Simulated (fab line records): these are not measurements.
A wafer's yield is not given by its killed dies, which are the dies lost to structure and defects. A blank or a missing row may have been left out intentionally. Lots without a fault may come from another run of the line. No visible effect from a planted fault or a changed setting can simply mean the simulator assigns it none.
fab line records + flow n5_finfet
record
- lots=4
- wafers=12
- last_day=15
route steps=1938 shown BEOL_M6@1219 PASSIVATION@1936
lots with no fault: from the same line, run without faults
start_h: hours from the record's first day to the start of the lot's first wafer shown + wait_h: hours since the lot's step before + " as in the row above + L1.1+2: a single row standing in for several wafers + - no value, or no start given + * or withheld: withheld + < > ~ a bound
route shown NAME@n: names a module that has steps shown in the file, with the first one's number in the route + usual: mean/standard deviation of fault-free wafers + same: alike in all rows + chamber/n: place in a boat + sites: the reading at each site + _std_site: how widely they spread, as a standard deviation + _edge_site: mean of outer sites minus mean of inner sites + radius_mm: for every site, how far away it sits from the centre of the wafer + mask NAME#n: copy n + behind: tool/chamber where the wafer was last shaped + hold: why the lot went on hold/how many hours it stayed there/how the hold came to an end + device: whichever transistor did not switch (one of n, p or np) + end of line: tests run on the same wafers once the route is complete + step lacking rows: just its recipe + killed: at the first sort, the dies lost to defects and structure; wafer yield is something else + map: the dies of a wafer, with x for killed, . for not killed, _ for no die there
set.NAME: the setting that was run; set.NAME@STEP: the one run at that earlier step + model.NAME: the simulator's own value behind a step, which no gauge read
certain route steps with their lots: each step a table, each wafer a row
services: a tool's chamber out of use, with start hour (start_h, from the record's first day; less than 0 if before it), hours out, and reason
## steps
# step N5_BEOL_M6_COAT_64
# recipe
- resist=SiARC
- temp_c=220
- time_s=60
- spin_rpm=1500
- resist_thk_nm=12
# step N5_BEOL_M6_COAT_71
# recipe
- resist=underlayer
- temp_c=205
- time_s=60
- spin_rpm=1500
- resist_thk_nm=5
# step N5_BEOL_M6_COAT_22
# recipe
- resist=CAR-EUV
- spin_rpm=1500
- resist_thk_nm=30
# step N5_BEOL_M6_EBR_24
# recipe
- solvent=PGMEA
- ebr_width_mm=1.5
# step N5_BEOL_M6_SOFTBAKE_23
# recipe
- temp_c=110
- time_s=60
- resist=CAR-EUV
# step N5_BEOL_M6_EXPOSE_25
# recipe
- mask_id=V5
- na=0.33
- source_shape=annular
- sigma_inner=0.4
- sigma_outer=0.8
- polarization=unpolarized
- target_cd_nm=40
- dose_mj=45
# step N5_BEOL_M6_PEB_26
# recipe
- peb_temp_c=100
- peb_time_s=60
- resist=CAR-EUV
# step N5_BEOL_M6_DEVELOP_27
# recipe
- develop_time_s=30
- developer=TMAH
- resist=CAR-EUV
- rinse_liquid=surfactant_rinse
- dry=air_spin
- dev_temp_c=23
# step N5_BEOL_M6_DESCUM_33
# recipe
- chemistry=O2
- time_s=7
- source_power_w=50
- bias_power_w=20
- pressure_mtorr=20
- rf_frequency_hz=2.712e+07
- temp_c=40
- resist=CAR-EUV
- o2_flow_sccm=225
# step N5_BEOL_M6_ETCH_72
# recipe
- chemistry=N2/H2
- target=underlayer
- target_depth_a=65
- mask_material=CAR-EUV
- time_s=5.2
- ion_energy_ev=200
- pressure_mtorr=30
- source_w=840
- bias_w=150
- n2_flow_sccm=200
- h2_flow_sccm=200
- ends=cleared
# usual
- drypump_motor_current_A=5.6/0.4
- etch_rf_on_time_s=5.24/0.18
- oes_product_au=0.67/0.078
- rf_vpp_V=522.7/2.4
- showerhead_plenum_p_Torr=2.51/0.079
- throttle_valve_pct=17.9/0.32
| lot.wafer | tool        | chamber | start_h | wait_h | drypump_motor_current_A | etch_rf_on_time_s | oes_product_au | rf_hours_counter_h | rf_vpp_V | showerhead_plenum_p_Torr | throttle_valve_pct |
|-----------|-------------|---------|---------|--------|-------------------------|-------------------|----------------|--------------------|----------|--------------------------|--------------------|
| L420.1    | rie_diel-06 | 3       | 215.96  | 0.0    | 5.5                     | 5.27              | 0.71           | 76                 | 524.2    | 2.47                     | 17.8               |
| L420.4    | "           | 1       | "       | "      | 6.2                     | 5.24              | 0.75           | 53                 | 522.3    | 2.48                     | 18.0               |
| L420.5    | "           | 3       | "       | "      | 5.5                     | 5.27              | 0.73           | -                  | 522.1    | 2.47                     | 17.8               |
| L419.1    | rie_diel-04 | 1       | 230.68  | 0.0    | 5.1                     | 5.13              | 0.63           | 171                | 522.6    | 2.45                     | 18.4               |
| L419.2    | "           | 0       | "       | "      | 6.1                     | 5.25              | 0.59           | 231                | 526.5    | 2.62                     | 17.9               |
| L419.6    | "           | 3       | "       | "      | 5.5                     | 4.92              | 0.67           | -                  | 522.9    | 2.40                     | 17.5               |
| L425.1    | rie_diel-06 | 2       | 260.14  | 0.0    | 5.5                     | 5.47              | 0.60           | 208                | 523.3    | 2.55                     | 18.4               |
| L425.4    | "           | 3       | "       | "      | 5.5                     | 5.29              | 0.69           | -                  | 519.6    | 2.46                     | 17.8               |
| L425.5    | "           | 2       | "       | "      | 5.5                     | 5.53              | 0.61           | -                  | 523.8    | 2.55                     | 18.4               |
| L426.2    | rie_diel-06 | 2       | 280.39  | 0.0    | 5.5                     | 5.54              | 0.59           | 214                | 523.1    | 2.55                     | 18.4               |
| L426.3    | "           | 0       | "       | "      | 5.6                     | 5.17              | 0.76           | 29                 | 521.0    | 2.50                     | 17.7               |
| L426.4    | "           | 2       | "       | "      | 5.5                     | 5.52              | 0.60           | -                  | 523.2    | 2.55                     | 18.4               |
# step N5_BEOL_M6_ETCH_65
# recipe
- chemistry=CF4
- target=SiARC
- target_depth_a=156
- mask_material=CAR-EUV
- time_s=26
- ion_energy_ev=80
- pressure_mtorr=40
- source_w=545
- bias_w=36
- Ar_flow_sccm=100
- cf4_flow_sccm=100
- ends=cleared
# step N5_BEOL_M6_ETCH_66
# recipe
- chemistry=N2/H2
- target=SOC
- target_depth_a=800
- overetch_a=160
- mask_material=SiARC
- temp_c=40
- time_s=120
- ion_energy_ev=200
- pressure_mtorr=30
- source_w=840
- bias_w=150
- n2_flow_sccm=200
- h2_flow_sccm=200
# step N5_BEOL_M6_STRIP_69
# recipe
- chemistry=N2/H2
- temp_c=40
- n2_flow_sccm=200
- h2_flow_sccm=200
- rf_frequency_hz=6e+07
# step N5_BEOL_M6_STRIP_73
# recipe
- chemistry=N2/H2
- temp_c=40
- n2_flow_sccm=200
- h2_flow_sccm=200
- rf_frequency_hz=6e+07
# step N5_BEOL_M6_VIA_ETCH_34
# recipe
- chemistry=C4F6/O2
- target=SiCOH_lowk
- target_depth_a=1263
- mask_material=SOC
- taper_deg=4
- time_s=50.9
- ion_energy_ev=250
- pressure_mtorr=30
- source_w=345
- bias_w=185
- Ar_flow_sccm=300
- C4F6_flow_sccm=10
- O2_flow_sccm=10
# step N5_BEOL_M6_STRIP_76
# recipe
- chemistry=C4F6/O2
- resist=SiARC
- rf_frequency_hz=6e+07
# step N5_BEOL_M6_STRIP_36
# recipe
- chemistry=N2/H2
- power_w=450
- temp_c=40
- pressure_mtorr=20
- rf_frequency_hz=6e+07
- overash_fraction=0.3
- bias_power_w=7
- h2_frac=0.5
- n2_flow_sccm=200
- h2_flow_sccm=200
# step N5_BEOL_M6_TRENCH_ETCH_37
# recipe
- chemistry=C4F6/O2
- target_depth_a=944.35
- target=SiCOH_lowk
- time_s=31.5
- ion_energy_ev=250
- pressure_mtorr=30
- source_w=345
- bias_w=185
- Ar_flow_sccm=300
- C4F6_flow_sccm=10
- O2_flow_sccm=10
# step N5_BEOL_M6_ETCH_41
# recipe
- chemistry=CH3F/O2
- target=SiCN
- target_depth_a=297
- taper_deg=2
- time_s=52
- ion_energy_ev=120
- mask_material=TiN
- pressure_mtorr=30
- source_w=395
- bias_w=75
- Ar_flow_sccm=150
- CH3F_flow_sccm=30
- O2_flow_sccm=20
# step N5_BEOL_M6_STRIP_80
# recipe
- chemistry=N2/H2
- time_s=10
- power_w=450
- temp_c=40
- pressure_mtorr=20
- rf_frequency_hz=6e+07
- bias_power_w=7
- n2_flow_sccm=200
- h2_flow_sccm=200
# step N5_BEOL_M6_HM_STRIP_39
# recipe
- chemistry=peroxide_tin_strip
- material=TiN
- target_depth_a=250
- temp_c=50
- time_s=158
# step N5_BEOL_M6_SRD_40
# recipe
- time_s=30
- temp_c=23
- rinse_liquid=diw
- dry=ipa_marangoni
# step N5_BEOL_M6_PRECLEAN_42
# recipe
- chemistry=residue_remover
- time_s=60
- temp_c=40
# step N5_BEOL_M6_SRD_43
# recipe
- time_s=30
- temp_c=23
- rinse_liquid=diw
- dry=ipa_marangoni
# step N5_BEOL_M6_CURE_75
# recipe
- temp_c=370
- time_s=120
- ambient=DMADMS/He
- material=SiCOH_lowk
# step N5_BEOL_M6_DEGAS_44
# recipe
- ambient=vacuum
- temp_c=250
- time_s=60
# step N5_BEOL_M6_PRE_CLEAN_45
# recipe
- gas=H2/He
- time_s=30
- temp_c=250
# step N5_BEOL_M6_ALD_77
# recipe
- material=TaN
- target_thk_a=20
- temp_c=275
- ald_precursor_family=PDMAT
- ald_co_reactant=NH3
- pressure_torr=3
- carrier_flow_sccm=1500
- pulse_time_s=2
- purge_time_s=3
- co_reactant_purge_time_s=2
- co_reactant_pulse_time_s=3
- ald_cycles=40
- precursor_vessel_temp_c=75
- precursor_vessel_pressure_torr=26.25
- precursor_vessel_carrier_sccm=1000
# step N5_BEOL_M6_SURFACE_TREAT_79
# recipe
- gas=Ar
- time_s=*
- ion_energy_ev=*
- ion_current_ma_cm2=0.5
- pressure_mtorr=*
- ar_flow_sccm=30
# step N5_BEOL_M6_CVD_78
# recipe
- material=Co
- target_thk_a=20
- temp_c=withheld
- precursor=CCTBA/H2
- pressure_torr=30
- time_s=142.3
# step N5_BEOL_M6_SPUTTER_48
# recipe
- material=Cu
- target_thk_a=100
- temp_c=-20
- bias_v=60
- power_w=26000
- chamber_pressure_pa=0.13
- time_s=1.667
# step N5_BEOL_M6_ECD_50
# recipe
- material=Cu
- target_thk_a=3000
# step N5_BEOL_M6_ANNEAL_51
# recipe
- temp_c=225
- time_s=90
- ambient=N2
# step N5_BEOL_M6_CMP_52
# recipe
- stop_on=SiCOH_lowk
- t_overpolish_s=6.9
- down_force_psi=1
- platen_rpm=50
- clearing_platen_down_force_psi=1.5
- clearing_platen_rpm=50
- post_cmp_clean=cu_alkaline
- target_thk_nm=80
- clearing_platen_pad_velocity_m_s=0.99484
- pad_velocity_m_s=0.99484
# step N5_BEOL_M6_PRE_CLEAN_55
# recipe
- gas=NH3
- time_s=15
- temp_c=withheld
- rf_power_w=300
# step N5_BEOL_M6_DEP_56
# recipe
- material=SiCN
- target_thk_a=100
- temp_c=withheld
- precursor=3MS/NH3
- pressure_torr=3
- rf_w=202
- time_s=17.5
# step N5_PASSIVATION_PROBE_49
# usual
- defect_limited_yield=91.3/1.5
- killed_at_M0_to_M3=35/8.7
- killed_at_M4_up=14/5.5
- killed_at_contacts=11/5.6
- killed_at_front_end=39/13
- killed_at_other=3.7/2.2
- killed_dies=103/18
- killed_on_rim=14/4.4
- killed_open=69/14
- killed_short=33/7.8
- sort_bin_4_leakage=0.02/0.15
- sort_bin_5_function=5.1/0.99
- sort_bin_6_memory=3.3/0.67
- sort_n_pass=1077/18
- sort_yield_pct=91.2/1.5
# same
- gross_dies=1180
- killed_at_back_side=0
- sort_bin_8_speed[%]=0
| lot.wafer | tool      | chamber | start_h | wait_h | defect_limited_yield[%] | killed_at_M0_to_M3 | killed_at_M4_up | killed_at_contacts | killed_at_front_end | killed_at_other | killed_dies | killed_on_rim | killed_open | killed_short | sort_bin_4_leakage[%] | sort_bin_5_function[%] | sort_bin_6_memory[%] | sort_n_pass | sort_yield_pct[%] |
|-----------|-----------|---------|---------|--------|-------------------------|--------------------|-----------------|--------------------|---------------------|-----------------|-------------|---------------|-------------|--------------|-----------------------|------------------------|----------------------|-------------|-------------------|
| L420.1    | prober-01 | -       | 302.80  | 0.0    | 92.4                    | 24                 | 21              | 5                  | 36                  | 4               | 90          | 11            | 59          | 28           | 0                     | 4.6                    | 2.8                  | 1090        | 92.4              |
| L420.4    | prober-01 | -       | 302.95  | 0.2    | 93.4                    | 18                 | 11              | 16                 | 31                  | 2               | 78          | 13            | 55          | 23           | 0                     | 3.9                    | 2.4                  | 1102        | 93.4              |
| L420.5    | prober-01 | -       | 303.00  | 0.2    | 91.4                    | 31                 | 13              | 13                 | 38                  | 7               | 102         | 15            | 59          | 42           | 0                     | 6.3                    | 2.1                  | 1078        | 91.4              |
| L419.1    | prober-02 | -       | 313.85  | 0.0    | 89.3                    | 55                 | 8               | 5                  | 51                  | 7               | 126         | 17            | 85          | 41           | 0                     | 6.4                    | 3.6                  | 1054        | 89.3              |
| L419.2    | prober-02 | -       | 313.90  | 0.1    | 93.6                    | 32                 | 15              | 4                  | 14                  | 10              | 75          | 8             | 43          | 31           | 0                     | 3.7                    | 2.5                  | 1105        | 93.6              |
| L419.6    | prober-02 | -       | 314.10  | 0.3    | 91.5                    | 36                 | 8               | 10                 | 43                  | 3               | 100         | 17            | 60          | 40           | 0                     | 5.4                    | 2.7                  | 1080        | 91.5              |
| L425.1    | prober-02 | -       | 356.06  | 0.0    | 81.4                    | 36                 | 114             | 13                 | 54                  | 3               | 220         | 37            | 87          | 30           | 0.25                  | 11.2                   | 4.0                  | 957         | 81.1              |
| L425.4    | prober-02 | -       | 356.21  | 0.2    | 77.0                    | 28                 | 168             | 16                 | 56                  | 3               | 271         | 26            | 81          | 39           | 0                     | 14.3                   | 4.8                  | 909         | 77.0              |
| L425.5    | prober-02 | -       | 356.26  | 0.2    | 80.9                    | 26                 | 115             | 17                 | 64                  | 3               | 225         | 28            | 82          | 41           | 0                     | 10.8                   | 4.4                  | 955         | 80.9              |
| L426.2    | prober-02 | -       | 359.63  | 0.1    | 82.9                    | 29                 | 117             | 16                 | 35                  | 5               | 202         | 25            | 63          | 41           | 0                     | 10.7                   | 3.4                  | 978         | 82.9              |
| L426.3    | prober-02 | -       | 359.68  | 0.1    | 80.3                    | 33                 | 145             | 14                 | 39                  | 1               | 232         | 30            | 60          | 39           | 0                     | 10.4                   | 4.8                  | 948         | 80.3              |
| L426.4    | prober-02 | -       | 359.73  | 0.2    | 82.6                    | 44                 | 121             | 12                 | 24                  | 4               | 205         | 28            | 77          | 33           | 0                     | 9.6                    | 4.4                  | 975         | 82.6              |
# killed by level:class
L420.1 BEOL_M4:geometric_particle:open=8 DUMMY_GATE:geometric_particle:open=7 GATE_CUT:geometric_particle:short=6 BEOL_M0_SAQP:geometric_particle:short=6 BEOL_M0_SAQP:geometric_particle:open=6 FIN_SAQP:geometric_particle:open=5 BEOL_M1:geometric_particle:open=5 GATE_CUT:geometric_particle:open=4
L420.4 MOL_CONTACT_COAG:geometric_particle:open=13 FIN_SAQP:geometric_particle:open=7 BEOL_M0_SAQP:geometric_particle:open=7 BEOL_M4:geometric_particle:open=6 FIN_SAQP:geometric_particle:short=5 BEOL_M3:geometric_particle:open=5 STI_FIN_REVEAL:geometric_particle:open=4 STARTING-WAFER:geometric_particle:short=3
L420.5 FIN_SAQP:geometric_particle:open=10 MOL_CONTACT_COAG:geometric_particle:open=9 FIN_SAQP:geometric_particle:short=6 BEOL_M2:geometric_particle:short=6 BEOL_M3:geometric_particle:open=6 BEOL_M2:geometric_particle:open=5 BEOL_M3:geometric_particle:short=5 BEOL_M4:geometric_particle:open=5
L419.1 FIN_SAQP:geometric_particle:short=14 BEOL_M0_SAQP:geometric_particle:open=14 BEOL_M1:geometric_particle:open=13 FIN_SAQP:geometric_particle:open=9 BEOL_M0_SAQP:geometric_particle:short=9 BEOL_M2:geometric_particle:open=8 DUMMY_GATE:geometric_particle:open=7 STI_FIN_REVEAL:geometric_particle:open=6
L419.2 BEOL_M2:geometric_particle:open=9 BEOL_M3:geometric_particle:short=6 BEOL_M4:geometric_particle:open=5 BEOL_M0_SAQP:geometric_particle:short=4 BEOL_M1:geometric_particle:open=4 BEOL_M1:geometric_particle:short=4 MIM_BOT:geometric_particle:short=4 FIN_SAQP:geometric_particle:short=3
L419.6 GATE_CUT:geometric_particle:short=10 FIN_SAQP:geometric_particle:open=9 MOL_CONTACT_COAG:geometric_particle:open=9 BEOL_M0_SAQP:geometric_particle:short=8 STI_FIN_REVEAL:geometric_particle:open=8 BEOL_M0_SAQP:geometric_particle:open=8 BEOL_M1:geometric_particle:open=8 FIN_SAQP:geometric_particle:short=7
L425.1 BEOL_M6:unspecified=103 STI_FIN_REVEAL:geometric_particle:open=24 MOL_CONTACT_COAG:geometric_particle:open=12 BEOL_M3:geometric_particle:open=11 BEOL_M0_SAQP:geometric_particle:short=11 BEOL_M4:geometric_particle:open=8 FIN_SAQP:geometric_particle:open=6 BEOL_M1:geometric_particle:open=5
L425.4 BEOL_M6:unspecified=151 STI_FIN_REVEAL:geometric_particle:open=21 FIN_SAQP:geometric_particle:open=18 BEOL_M4:geometric_particle:open=13 BEOL_M0_SAQP:geometric_particle:short=12 MOL_CONTACT_COAG:geometric_particle:open=9 MOL_CONTACT_COAG:geometric_particle:short=7 BEOL_M3:geometric_particle:open=6
L425.5 BEOL_M6:unspecified=102 FIN_SAQP:geometric_particle:open=19 STI_FIN_REVEAL:geometric_particle:open=14 FIN_SAQP:geometric_particle:short=13 MOL_CONTACT_COAG:geometric_particle:open=13 BEOL_M1:geometric_particle:open=7 BEOL_M4:geometric_particle:open=6 MOL_CONTACT_COAG:geometric_particle:short=4
L426.2 BEOL_M6:unspecified=98 MOL_CONTACT_COAG:geometric_particle:open=12 BEOL_M0_SAQP:geometric_particle:short=11 BEOL_M4:geometric_particle:open=10 FIN_SAQP:geometric_particle:short=8 FIN_SAQP:geometric_particle:open=7 BEOL_M0_SAQP:geometric_particle:open=6 DUMMY_GATE:geometric_particle:open=5
L426.3 BEOL_M6:unspecified=133 FIN_SAQP:geometric_particle:short=11 FIN_SAQP:geometric_particle:open=10 MOL_CONTACT_COAG:geometric_particle:open=10 BEOL_M0_SAQP:geometric_particle:short=10 BEOL_M0_SAQP:geometric_particle:open=8 BEOL_M3:geometric_particle:open=7 BEOL_M4:geometric_particle:open=6
L426.4 BEOL_M6:unspecified=95 BEOL_M4:geometric_particle:open=16 MOL_CONTACT_COAG:geometric_particle:open=12 BEOL_M3:geometric_particle:open=9 BEOL_M0_SAQP:geometric_particle:open=8 BEOL_M0_SAQP:geometric_particle:short=8 FIN_SAQP:geometric_particle:short=7 BEOL_M1:geometric_particle:open=7
# map L425.4 (x killed, . not)
_________________x...x.......________________
______________.................._____________
___________..x.................x...__________
__________................xx........_________
________..............x..x.........x.._______
_______........x....x........x.x..x.x..______
______x....x......x......x....x........._____
_____.......x.....x........x....x........____
____.x.........................x.....x....___
___.x.x........x.............x..xx......x..__
___.......x......x..x.....x................__
__......x............x.........x...x........_
__......x.x......x..................x....x.._
_..........x.................................
_............................x..x..x.....x...
_.....x....x....xx...x...x.x.......x.........
_x..x....x.x....x...xx.x..x...x..x...........
_..........x.x..x.x.x.x....x....x........x...
_x......x...xxxx.........x..................x
_x.x...x.xxxx.xx.x..x...x...x.......x........
_.......xxxxxxxxx.xx.................x.......
__..x..xxxxxxxxxxx.x..........xx....xx......_
__...xxxxxxxxxxxxx.x.x....x.x....x.........._
___..xxxxxxxxxxxxxxxx....x...x.............__
___..xxxxxxxxxxxxxxx...............x.......__
____xxxxxxxxxxxxxxxxx..............x.x....___
_____xxxxxxxxxxxxxxx.................x...____
______xxxxxxxxxxxxxx..x..x.............._____
_______.xxxxxxxxxx.................x...______
________xx.xxxxxxx..x.x..x.....xx....._______
__________.xxxx...............x....._________
___________.....x......x...x.......__________
______________.x.x.............._____________
_________________...xx.......________________
# map L426.3 (x killed, . not)
_________________....x.......________________
______________...........x....xx_____________
___________..............x.........__________
__________.....x.xx...........x....._________
________..x.x.x........x.............._______
_______.....................x.x...x....______
______........x....................x...._____
_____..x..x..............................____
____........x..x.....x...................x___
___..........................x...........x.__
___.........x..........x...................__
__..........x....x..........x....x.........._
__.....x....................xx........x....._
_.....x....xx..............x............x....
_.....x...............x...........x..x.......
_.x....x.x........x........................x.
_.....x....x.......x.........x.........x....x
_....x.................x...............x.....
_...........x..x..x................x........x
_...x....................................x...
_......x...............x...x....x.....x......
__.x.........................x.x......xx...x_
__.........x........xx....x.....xx.xx...x..._
___x......x.............x.xx.xxxxxxxx......__
___..............x........xxxxxxxxxx.......__
____.......x....x...x....xxxxxxxxxxxxx.x..___
_____..........x........xxxxxxxxxxxxxxx.x____
______....x.....x.......xxxxxxxxxxxxxxx._____
_______............x...xxxxxxxxxxxxxxxx______
________..xx..x....x..x.xxxxxxxxxxxxxx_______
__________................xxxxxxxxxx_________
___________...x...x...xxxxxxxxxxxxx__________
______________........xxx.xxxxxx_____________
_________________...........x________________
## services
| tool        | chamber | start_h | hours | kind   |
|-------------|---------|---------|-------|--------|
| rie_diel-06 | 0       | 247.66  | 11.7  | repair |
| rie_diel-04 | 3       | 275.02  | 10.0  | repair |
| rie_diel-06 | 3       | 280.34  | 5.1   | repair |
## key
first_sign
- step=N5_PASSIVATION_PROBE_49
- reading=killed_at_M4_up
- direction=up
- sigmas=21
- usual=14
- struck=130
effect
- step=N5_PASSIVATION_PROBE_49
- reading=killed_dies
- direction=up
- sigmas=7
- usual=103
- struck=226
more_kills_born_at
- N5_BEOL_M6_ETCH_72@rie_diel-06=682
met_at N5_BEOL_M6_ETCH_72
struck_wafers L425.1,L425.4,L425.5,L426.2,L426.3,L426.4
onset_between 215.96 260.14
also_fits time
fault
- kind=chamber_particle_source
- tool=rie_diel-06
- chamber=-
- onset_h=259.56
- steps=N5_BEOL_M6_ETCH_72
- rate_per_visit_cm2=2.0517
- end_h=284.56
